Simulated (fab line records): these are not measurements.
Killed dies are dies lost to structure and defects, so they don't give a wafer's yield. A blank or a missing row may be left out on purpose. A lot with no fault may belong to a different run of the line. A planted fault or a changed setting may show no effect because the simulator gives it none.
fab line records	flow n5-finfet	part 1 of 2: steps 1 to 21 of 29
record lots=5	wafers=15	last-day=21
route steps=1938 shown BEOL_M0_SAQP@684 BEOL_M0_CUTY@701
lots that met no fault: from a run of the same line without faults
start-h: hours from the record's opening day to when the first of the lot's shown wafers began	wait-h: how many hours have passed since the lot's step before this one	" as in the row above	L1.1+2: one row covering several wafers at once	- no value, or no start was given	* or withheld: withheld	< > ~ a bound
route shown NAME@n: a module of which the file shows steps, and the number in the route of the first	usual: average and standard deviation across the fault-free wafers	same: alike in all rows	chamber/n: place in a boat	sites: the reading at each site	_std_site: the standard deviation of these	_edge_site: mean of outer sites minus mean of inner sites	radius-mm: how far each site lies from the wafer's centre	mask NAME#n: copy n	behind: the most recent tool/chamber to have shaped the wafer	hold: why the lot went on hold/how many hours it stayed there/how the hold came to an end	device: whichever transistor did not switch (one of n, p or np)	end of line: the tests these same wafers got at the end of their route	step lacking rows: just its recipe	killed: count of dies lost to structure and defects at first sort (not the wafer's yield)	map: dies across one wafer; x = killed, . = not, _ = none there
set.NAME: the setting as run; set.NAME@STEP: as run at that earlier step	model.NAME: the simulator's own value behind a step, which no gauge read
lots at selected steps of the route; one table per step, one row per wafer
services: the hour from which a tool's chamber was out of use, counted from the record's first day as start-h (under 0 if before that day), plus the number of hours and why
## steps
# step N5_BEOL_M0_SAQP_EBR_36
# recipe solvent=PGMEA	ebr-width-mm=1.5
lot.wafer	tool	chamber	start-h	wait-h
L077.1+2+4	litho-track-03	0	-	-
L081.3+4+6	litho-track-05	0	-	-
L084.1+3+6	litho-track-03	0	-	-
L093.2+3+4	litho-track-03	0	-	-
L095.1+4+6	litho-track-04	0	-	-
# step N5_BEOL_M0_SAQP_SOFTBAKE_35
# recipe temp-c=110	time-s=60	resist=CAR-EUV
# usual plate-temp-C=109.98/0.13
# same time-s=60
lot.wafer	tool	chamber	start-h	wait-h	plate-temp-C
L077.1	litho-track-03	0	-	-	109.91
L077.2	"	0	"	"	109.87
L077.4	"	0	"	"	110.17
L081.3	litho-track-05	0	-	-	110.26
L081.4	"	0	"	"	110.08
L081.6	"	0	"	"	110.06
L084.1	litho-track-03	0	-	-	109.97
L084.3	"	0	"	"	109.83
L084.6	"	0	"	"	110.00
L093.2	litho-track-03	0	-	-	109.92
L093.3	"	0	"	"	110.04
L093.4	"	0	"	"	109.88
L095.1	litho-track-04	0	-	-	109.93
L095.4	"	0	"	"	109.72
L095.6	"	0	"	"	110.01
# step N5_BEOL_M0_SAQP_EXPOSE_37
# recipe mask-id=M0_CUT1	na=0.33	source-shape=annular	sigma-inner=0.35	sigma-outer=0.8	polarization=unpolarized	target-cd-nm=30	dose-mj=44.75
lot.wafer	tool	chamber	start-h	wait-h	mask
L077.1+2+4	euv-scanner-01	0	131.15	-	M0_CUT1#0
L081.3+4+6	euv-scanner-02	0	162.64	-	M0_CUT1#0
L084.1+3+6	euv-scanner-02	0	174.88	-	M0_CUT1#0
L093.2+3+4	euv-scanner-01	0	225.07	-	M0_CUT1#0
L095.1+4+6	euv-scanner-02	0	239.79	-	M0_CUT1#0
# step N5_BEOL_M0_SAQP_PEB_38
# recipe peb-temp-c=100	peb-time-s=60	resist=CAR-EUV
# usual plate-temp-C=99.99/0.14
lot.wafer	tool	chamber	start-h	wait-h	plate-temp-C
L077.1	litho-track-05	0	131.22	0.1	99.94
L077.2	"	0	"	"	100.05
L077.4	"	0	"	"	99.89
L081.3	litho-track-03	0	162.70	0.0	100.13
L081.4	"	0	"	"	100.19
L081.6	"	0	"	"	100.16
L084.1	litho-track-04	0	174.94	0.1	99.86
L084.3	"	0	"	"	100.02
L084.6	"	0	"	"	99.83
L093.2	litho-track-03	0	225.13	0.1	99.97
L093.3	"	0	"	"	99.92
L093.4	"	0	"	"	99.94
L095.1	litho-track-03	0	239.85	0.1	99.91
L095.4	"	0	"	"	100.09
L095.6	"	0	"	"	99.99
# step N5_BEOL_M0_SAQP_DEVELOP_39
# recipe develop-time-s=30	developer=TMAH	resist=CAR-EUV	rinse-liquid=surfactant-rinse	dry=air-spin	dev-temp-c=23
# same develop-time-s=30
lot.wafer	tool	chamber	start-h	wait-h
L077.1+2+4	litho-track-05	0	-	-
L081.3+4+6	litho-track-03	0	-	-
L084.1+3+6	litho-track-04	0	-	-
L093.2+3+4	litho-track-03	0	-	-
L095.1+4+6	litho-track-03	0	-	-
# step N5_BEOL_M0_SAQP_CD_MEAS_40
# recipe target-cd-nm=30	landing-energy-ev=500	detector=se-inlens
# usual cd-nm=30.06/0.25
lot.wafer	tool	chamber	start-h	wait-h	cd-nm
L077.1	cd-sem-02	0	131.29	-	30.28
L077.2	"	0	"	"	30.44
L077.4	"	0	"	"	29.95
L081.3	cd-sem-02	0	162.77	-	30.01
L081.4	"	0	"	"	30.54
L081.6	"	0	"	"	30.11
L084.1	cd-sem-03	0	175.01	-	30.26
L084.3	"	0	"	"	29.87
L084.6	"	0	"	"	29.84
L093.2	cd-sem-03	0	225.20	-	30.08
L093.3	"	0	"	"	30.13
L093.4	"	0	"	"	29.91
L095.1	cd-sem-03	0	239.92	-	30.26
L095.4	"	0	"	"	30.10
L095.6	"	0	"	"	30.30
# step N5_BEOL_M0_SAQP_OVL_MEAS_41
# recipe points-per-wafer=522
# usual M0_CUT1_OVL=-0.3/0.66
lot.wafer	tool	chamber	start-h	wait-h	M0_CUT1_OVL[nm]
L077.1	overlay-01	0	131.32	0.0	0.5
L077.2	"	0	"	"	0.3
L077.4	"	0	"	"	1.1
L081.3	overlay-01	0	162.81	0.0	-0.4
L081.4	"	0	"	"	-0.6
L081.6	"	0	"	"	-0.4
L084.1	overlay-01	0	175.04	0.0	-0.8
L084.3	"	0	"	"	-0.8
L084.6	"	0	"	"	-0.3
L093.2	overlay-01	0	225.27	0.1	0.3
L093.3	"	0	"	"	0.2
L093.4	"	0	"	"	0.2
L095.1	overlay-01	0	239.95	0.0	-0.7
L095.4	"	0	"	"	-0.4
L095.6	"	0	"	"	-0.8
# step N5_BEOL_M0_SAQP_INSPECT_42
# recipe mode=adi	inspect-instrument=brightfield
# usual raw-defect-count=296/83
lot.wafer	tool	chamber	start-h	wait-h	raw-defect-count
L077.1	defect-inspect-01	-	131.38	0.1	359
L077.2	"	-	"	"	294
L077.4	"	-	"	"	383
L081.3	defect-inspect-02	-	162.85	0.0	230
L081.4	"	-	"	"	197
L081.6	"	-	"	"	342
L084.1	defect-inspect-01	-	175.10	0.1	281
L084.3	"	-	"	"	241
L084.6	"	-	"	"	383
L093.2	defect-inspect-01	-	225.32	0.0	394
L093.3	"	-	"	"	420
L093.4	"	-	"	"	338
L095.1	defect-inspect-02	-	240.01	0.1	306
L095.4	"	-	"	"	241
L095.6	"	-	"	"	251
# step N5_BEOL_M0_SAQP_DESCUM_45
# recipe chemistry=O2	time-s=7	source-power-w=50	bias-power-w=20	pressure-mtorr=20	rf-frequency-hz=2.712e+07	temp-c=40	resist=CAR-EUV	o2-flow-sccm=225
# usual drypump-motor-current-A=5.7/0.33	oes-product-au=0.79/0.083	rf-vpp-V=243.3/1.6	showerhead-plenum-p-Torr=2.10/0.081	throttle-valve-pct=20.4/0.35
# same time-s=7
lot.wafer	tool	chamber	start-h	wait-h	drypump-motor-current-A	oes-product-au	rf-hours-counter-h	rf-vpp-V	showerhead-plenum-p-Torr	throttle-valve-pct
L077.1	rie-diel-02	3	131.41	0.0	5.9	0.76	156	244.2	2.20	20.6
L077.2	"	0	"	"	5.8	0.68	227	243.0	2.08	20.8
L077.4	"	2	"	"	5.6	0.78	125	240.3	1.94	20.5
L081.3	rie-diel-02	0	163.26	0.4	5.8	0.67	233	242.9	2.08	20.8
L081.4	"	3	"	"	5.9	0.76	162	246.1	2.20	20.6
L081.6	"	1	"	"	5.4	0.80	-	240.9	2.03	20.2
L084.1	rie-diel-06	1	175.14	0.0	5.5	0.67	219	244.5	2.15	20.6
L084.3	"	0	"	"	6.2	0.82	81	244.4	2.12	20.2
L084.6	"	2	"	"	5.2	0.90	-	245.9	2.12	19.8
L093.2	rie-diel-02	1	225.35	0.0	5.4	0.78	132	241.6	2.02	20.2
L093.3	"	3	"	"	5.9	0.74	179	244.4	2.20	20.6
L093.4	"	2	"	"	5.7	0.77	147	241.0	1.93	20.5
L095.1	rie-diel-06	1	240.21	0.2	5.5	0.67	239	245.1	2.14	20.6
L095.4	"	3	"	"	5.4	0.88	42	240.7	2.01	20.1
L095.6	"	3	"	"	5.4	0.89	-	243.3	2.01	20.1
# step N5_BEOL_M0_SAQP_ETCH_88
# recipe chemistry=N2/H2	target=underlayer	target-depth-a=65	time-s=5.2	ion-energy-ev=200	mask-material=CAR-EUV	pressure-mtorr=30	source-w=840	bias-w=150	n2-flow-sccm=200	h2-flow-sccm=200	ends=cleared
# usual drypump-motor-current-A=5.7/0.33	etch-rf-on-time-s=5.13/0.16	oes-product-au=0.67/0.071	rf-vpp-V=524/3	showerhead-plenum-p-Torr=2.55/0.1	throttle-valve-pct=17.8/0.32
lot.wafer	tool	chamber	start-h	wait-h	drypump-motor-current-A	etch-rf-on-time-s	oes-product-au	rf-hours-counter-h	rf-vpp-V	showerhead-plenum-p-Torr	throttle-valve-pct
L077.1	rie-diel-02	3	131.44	0.0	5.9	5.13	0.65	156	527	2.64	17.8
L077.2	"	0	"	"	5.8	5.27	0.58	227	524	2.54	18.4
L077.4	"	2	"	"	5.7	5.04	0.68	125	518	2.32	17.7
L081.3	rie-diel-02	0	163.29	0.0	5.8	5.25	0.57	233	523	2.53	18.4
L081.4	"	3	"	"	5.9	5.14	0.65	162	528	2.64	17.8
L081.6	"	1	"	"	5.4	5.03	0.69	-	521	2.47	17.7
L084.1	rie-diel-06	1	175.18	0.0	5.5	5.25	0.60	219	525	2.61	17.8
L084.3	"	0	"	"	6.2	5.21	0.69	81	525	2.54	17.3
L084.6	"	2	"	"	5.2	5.21	0.78	-	525	2.61	17.5
L093.2	rie-diel-02	1	225.39	0.0	5.4	5.11	0.67	132	519	2.46	17.8
L093.3	"	3	"	"	5.9	5.17	0.62	179	526	2.64	17.9
L093.4	"	2	"	"	5.6	4.95	0.67	147	517	2.31	17.7
L095.1	rie-diel-06	1	240.24	0.0	5.5	5.36	0.58	239	526	2.60	17.9
L095.4	"	3	"	"	5.4	5.19	0.74	42	522	2.46	17.5
L095.6	"	3	"	"	5.4	5.18	0.74	-	523	2.46	17.5
# step N5_BEOL_M0_SAQP_ETCH_73
# recipe chemistry=CF4	target=SiARC	target-depth-a=195	mask-material=CAR-EUV	time-s=32.5	ion-energy-ev=80	pressure-mtorr=40	source-w=545	bias-w=36	Ar_flow_sccm=100	cf4-flow-sccm=100	ends=cleared
# usual drypump-motor-current-A=5.7/0.33	etch-rf-on-time-s=32.1/0.95	oes-product-au=0.68/0.071	rf-vpp-V=184.2/1.3	showerhead-plenum-p-Torr=2.14/0.071	throttle-valve-pct=15.53/0.24
lot.wafer	tool	chamber	start-h	wait-h	drypump-motor-current-A	etch-rf-on-time-s	oes-product-au	rf-hours-counter-h	rf-vpp-V	showerhead-plenum-p-Torr	throttle-valve-pct
L077.1	rie-diel-02	3	131.46	0.0	5.8	32.4	0.64	156	186.8	2.20	15.44
L077.2	"	0	"	"	5.8	33.2	0.58	227	182.6	2.13	15.91
L077.4	"	2	"	"	5.6	31.7	0.68	125	183.2	1.98	15.56
L081.3	rie-diel-02	0	163.31	0.0	5.8	32.9	0.58	233	183.2	2.12	15.92
L081.4	"	3	"	"	5.8	32.2	0.65	162	184.0	2.20	15.47
L081.6	"	1	"	"	5.4	31.3	0.68	-	183.7	2.09	15.48
L084.1	rie-diel-06	1	175.19	0.0	5.5	32.6	0.59	219	185.1	2.18	15.61
L084.3	"	0	"	"	6.2	32.1	0.69	81	183.8	2.15	15.35
L084.6	"	2	"	"	5.2	32.3	0.79	-	184.2	2.20	15.19
L093.2	rie-diel-02	1	225.40	0.0	5.4	32.7	0.65	132	182.0	2.08	15.49
L093.3	"	3	"	"	5.8	33.3	0.62	179	184.1	2.19	15.50
L093.4	"	2	"	"	5.7	32.1	0.66	147	181.3	1.98	15.59
L095.1	rie-diel-06	1	240.26	0.0	5.5	33.3	0.57	239	184.3	2.17	15.65
L095.4	"	3	"	"	5.4	33.1	0.74	42	184.9	2.10	15.52
L095.6	"	3	"	"	5.4	32.7	0.74	-	185.0	2.10	15.53
# step N5_BEOL_M0_SAQP_CUT_ETCH_46
# recipe chemistry=N2/H2	target=SOC	target-depth-a=1350	overetch-a=270	temp-c=40	time-s=202.5	ion-energy-ev=200	mask-material=SiARC	pressure-mtorr=30	source-w=840	bias-w=150	n2-flow-sccm=200	h2-flow-sccm=200
# usual drypump-motor-current-A=5.7/0.33	rf-vpp-V=524.0/2.8	showerhead-plenum-p-Torr=2.55/0.1	throttle-valve-pct=17.7/0.33
# same time-s=202.5
lot.wafer	tool	chamber	start-h	wait-h	drypump-motor-current-A	rf-hours-counter-h	rf-vpp-V	showerhead-plenum-p-Torr	throttle-valve-pct
L077.1	rie-diel-02	3	131.49	0.0	5.9	156	527.0	2.65	17.7
L077.2	"	0	"	"	5.8	227	523.3	2.54	18.4
L077.4	"	2	"	"	5.7	125	517.1	2.32	17.6
L081.3	rie-diel-02	0	163.34	0.0	5.8	233	522.8	2.53	18.4
L081.4	"	3	"	"	5.8	162	526.2	2.64	17.8
L081.6	"	1	"	"	5.4	-	519.7	2.47	17.7
L084.1	rie-diel-06	1	175.23	0.0	5.5	219	525.1	2.61	17.8
L084.3	"	0	"	"	6.2	81	526.8	2.54	17.3
L084.6	"	2	"	"	5.2	-	524.3	2.61	17.4
L093.2	rie-diel-02	1	225.44	0.0	5.4	132	520.9	2.46	17.7
L093.3	"	3	"	"	5.9	179	525.0	2.64	17.8
L093.4	"	2	"	"	5.7	147	516.5	2.31	17.7
L095.1	rie-diel-06	1	240.29	0.0	5.5	239	526.0	2.60	17.8
L095.4	"	3	"	"	5.4	42	522.0	2.46	17.5
L095.6	"	3	"	"	5.4	-	522.7	2.46	17.5
# step N5_BEOL_M0_SAQP_STRIP_74
# recipe chemistry=N2/H2	temp-c=40	n2-flow-sccm=200	h2-flow-sccm=200	rf-frequency-hz=6e+07
lot.wafer	tool	chamber	start-h	wait-h
L077.1+2+4	rie-diel-02	3,0,2	131.65	0.1
L081.3+4+6	rie-diel-02	0,3,1	163.50	0.1
L084.1+3+6	rie-diel-06	1,0,2	175.38	0.1
L093.2+3+4	rie-diel-02	1,3,2	225.59	0.1
L095.1+4+6	rie-diel-06	1,3,3	240.45	0.1
# step N5_BEOL_M0_SAQP_STRIP_89
# recipe chemistry=N2/H2	temp-c=40	n2-flow-sccm=200	h2-flow-sccm=200	rf-frequency-hz=6e+07
lot.wafer	tool	chamber	start-h	wait-h
L077.1+2+4	rie-diel-02	3,0,2	131.66	0.0
L081.3+4+6	rie-diel-02	0,3,1	163.51	0.0
L084.1+3+6	rie-diel-06	1,0,2	175.39	0.0
L093.2+3+4	rie-diel-02	1,3,2	225.60	0.0
L095.1+4+6	rie-diel-06	1,3,3	240.46	0.0
# step N5_BEOL_M0_SAQP_ALD_48
# recipe material=SiO2	target-thk-a=200	temp-c=100	ald-precursor-family=BDEAS	ald-co-reactant=O2-plasma	pulse-time-s=1	co-reactant-pulse-time-s=1	purge-time-s=2	co-reactant-purge-time-s=2	ald-cycles=139	pressure-torr=2
# usual heater-power-w=76/7.5	precursor-pulse-height-rel=1.002/0.021	susceptor-temp-C=100.01/0.13
lot.wafer	tool	chamber	start-h	wait-h	heater-power-w	precursor-pulse-height-rel	susceptor-temp-C
L077.1	ald-sin-02	2	131.69	0.0	87	1.044	99.99
L077.2	"	0	"	"	80	1.027	100.29
L077.4	"	1	"	"	89	1.002	99.87
L081.3	ald-sin-01	0	163.54	0.0	79	0.992	99.81
L081.4	"	1	"	"	93	1.015	100.05
L081.6	"	1	"	"	92	0.989	100.16
L084.1	ald-sin-04	1	175.65	0.3	64	1.017	100.28
L084.3	"	2	"	"	77	1.025	99.95
L084.6	"	3	"	"	72	0.990	99.94
L093.2	ald-sin-04	3	225.64	0.0	72	1.035	100.06
L093.3	"	2	"	"	79	1.015	100.06
L093.4	"	0	"	"	76	0.982	100.08
L095.1	ald-sin-01	0	240.87	0.4	78	1.024	99.93
L095.4	"	3	"	"	71	1.053	99.87
L095.6	"	2	"	"	70	1.017	100.12
# step N5_BEOL_M0_SAQP_ETCH_49
# recipe chemistry=CF4/O2	target-depth-a=370	target=SiO2	pressure-mtorr=40	source-w=535	bias-w=49	Ar_flow_sccm=100	cf4-flow-sccm=100	O2_flow_sccm=10	ion-energy-ev=100
# usual drypump-motor-current-A=5.7/0.39	oes-product-au=0.81/0.089	rf-vpp-V=239/5	showerhead-plenum-p-Torr=2.23/0.072	throttle-valve-pct=15.73/0.25
lot.wafer	tool	chamber	start-h	wait-h	drypump-motor-current-A	oes-product-au	rf-hours-counter-h	rf-vpp-V	showerhead-plenum-p-Torr	throttle-valve-pct
L077.1	rie-diel-02	1	132.22	0.3	5.4	0.80	116	243	2.15	15.70
L077.2	"	3	"	"	5.9	0.75	157	247	2.27	15.69
L077.4	"	2	"	"	5.6	0.78	126	235	2.04	15.80
L081.3	rie-diel-03	1	164.07	0.3	5.8	0.72	212	238	2.25	16.27
L081.4	"	0	"	"	6.1	0.83	109	246	2.21	15.45
L081.6	"	0	"	"	6.1	0.84	-	245	2.21	15.45
L084.1	rie-diel-03	0	176.18	0.3	6.2	0.82	112	245	2.21	15.46
L084.3	"	1	"	"	5.8	0.71	215	236	2.25	16.27
L084.6	"	2	"	"	6.3	0.88	-	240	2.31	15.56
L093.2	rie-diel-06	1	226.16	0.3	5.5	0.67	233	237	2.24	15.88
L093.3	"	3	"	"	5.4	0.88	38	245	2.16	15.77
L093.4	"	0	"	"	6.2	0.80	94	234	2.21	15.62
L095.1	rie-diel-03	3	241.43	0.3	5.1	0.89	44	238	2.34	15.73
L095.4	"	1	"	"	5.7	0.70	232	239	2.25	16.31
L095.6	"	1	"	"	5.8	0.70	-	236	2.25	16.30
# step N5_BEOL_M0_SAQP_STRIP_75
# recipe chemistry=CF4	resist=SiARC	power-w=300	bias-power-w=75	pressure-mtorr=50	cf4-flow-sccm=150	rf-frequency-hz=6e+07
# usual drypump-motor-current-A=5.7/0.39	oes-product-au=0.187/0.02	rf-vpp-V=271.7/1.5	showerhead-plenum-p-Torr=1.81/0.059	throttle-valve-pct=13.47/0.25
lot.wafer	tool	chamber	start-h	wait-h	drypump-motor-current-A	oes-product-au	rf-hours-counter-h	rf-vpp-V	showerhead-plenum-p-Torr	throttle-valve-pct
L077.1	rie-diel-02	1	132.32	0.1	5.4	0.187	116	269.7	1.75	13.45
L077.2	"	3	"	"	5.8	0.178	157	273.0	1.84	13.46
L077.4	"	2	"	"	5.7	0.180	126	267.5	1.65	13.48
L081.3	rie-diel-03	1	164.17	0.1	5.8	0.167	212	272.8	1.83	14.01
L081.4	"	0	"	"	6.1	0.187	109	271.4	1.80	13.25
L081.6	"	0	"	"	6.1	0.178	-	272.0	1.80	13.25
L084.1	rie-diel-03	0	176.28	0.1	6.2	0.180	112	270.1	1.80	13.24
L084.3	"	1	"	"	5.8	0.158	215	271.9	1.83	14.02
L084.6	"	2	"	"	6.2	0.202	-	273.9	1.89	13.31
L093.2	rie-diel-06	1	226.26	0.1	5.5	0.157	233	272.2	1.81	13.65
L093.3	"	3	"	"	5.4	0.202	38	271.0	1.76	13.49
L093.4	"	0	"	"	6.3	0.185	94	271.8	1.80	13.35
L095.1	rie-diel-03	3	241.53	0.1	5.2	0.197	44	273.2	1.90	13.42
L095.4	"	1	"	"	5.8	0.158	232	272.9	1.83	14.07
L095.6	"	1	"	"	5.7	0.158	-	272.7	1.83	14.05
# step N5_BEOL_M0_CUTY_COAT_50
# recipe resist=SiARC	temp-c=220	time-s=60	spin-rpm=1500	resist-thk-nm=15
# usual plate-temp-C=220.03/0.14
# same time-s=60
lot.wafer	tool	chamber	start-h	wait-h	plate-temp-C
L077.1	litho-track-02	0	132.36	0.0	220.01
L077.2	"	0	"	"	220.21
L077.4	"	0	"	"	219.84
L081.3	litho-track-03	0	164.21	0.0	220.08
L081.4	"	0	"	"	220.05
L081.6	"	0	"	"	220.43
L084.1	litho-track-03	0	176.32	0.0	219.98
L084.3	"	0	"	"	220.22
L084.6	"	0	"	"	220.11
L093.2	litho-track-01	0	226.31	0.0	219.84
L093.3	"	0	"	"	220.10
L093.4	"	0	"	"	219.96
L095.1	litho-track-02	0	241.57	0.0	220.00
L095.4	"	0	"	"	220.01
L095.6	"	0	"	"	220.08
# step N5_BEOL_M0_CUTY_COAT_51
# recipe resist=CAR-ArF-block	spin-rpm=1500	resist-thk-nm=150
lot.wafer	tool	chamber	start-h	wait-h
L077.1+2+4	litho-track-02	0	-	-
L081.3+4+6	litho-track-03	0	-	-
L084.1+3+6	litho-track-03	0	-	-
L093.2+3+4	litho-track-01	0	-	-
L095.1+4+6	litho-track-02	0	-	-
# step N5_BEOL_M0_CUTY_EBR_52
# recipe solvent=PGMEA	ebr-width-mm=1.5
lot.wafer	tool	chamber	start-h	wait-h
L077.1+2+4	litho-track-02	0	-	-
L081.3+4+6	litho-track-03	0	-	-
L084.1+3+6	litho-track-03	0	-	-
L093.2+3+4	litho-track-01	0	-	-
L095.1+4+6	litho-track-02	0	-	-
# step N5_BEOL_M0_CUTY_SOFTBAKE_53
# recipe temp-c=110	time-s=60	resist=CAR-ArF-block
# usual plate-temp-C=109.99/0.13
# same time-s=60
lot.wafer	tool	chamber	start-h	wait-h	plate-temp-C
L077.1	litho-track-02	0	-	-	109.94
L077.2	"	0	"	"	109.83
L077.4	"	0	"	"	109.88
L081.3	litho-track-03	0	-	-	110.00
L081.4	"	0	"	"	110.02
L081.6	"	0	"	"	110.19
L084.1	litho-track-03	0	-	-	109.94
L084.3	"	0	"	"	110.07
L084.6	"	0	"	"	110.01
L093.2	litho-track-01	0	-	-	109.92
L093.3	"	0	"	"	109.96
L093.4	"	0	"	"	110.11
L095.1	litho-track-02	0	-	-	110.08
L095.4	"	0	"	"	109.91
L095.6	"	0	"	"	109.93
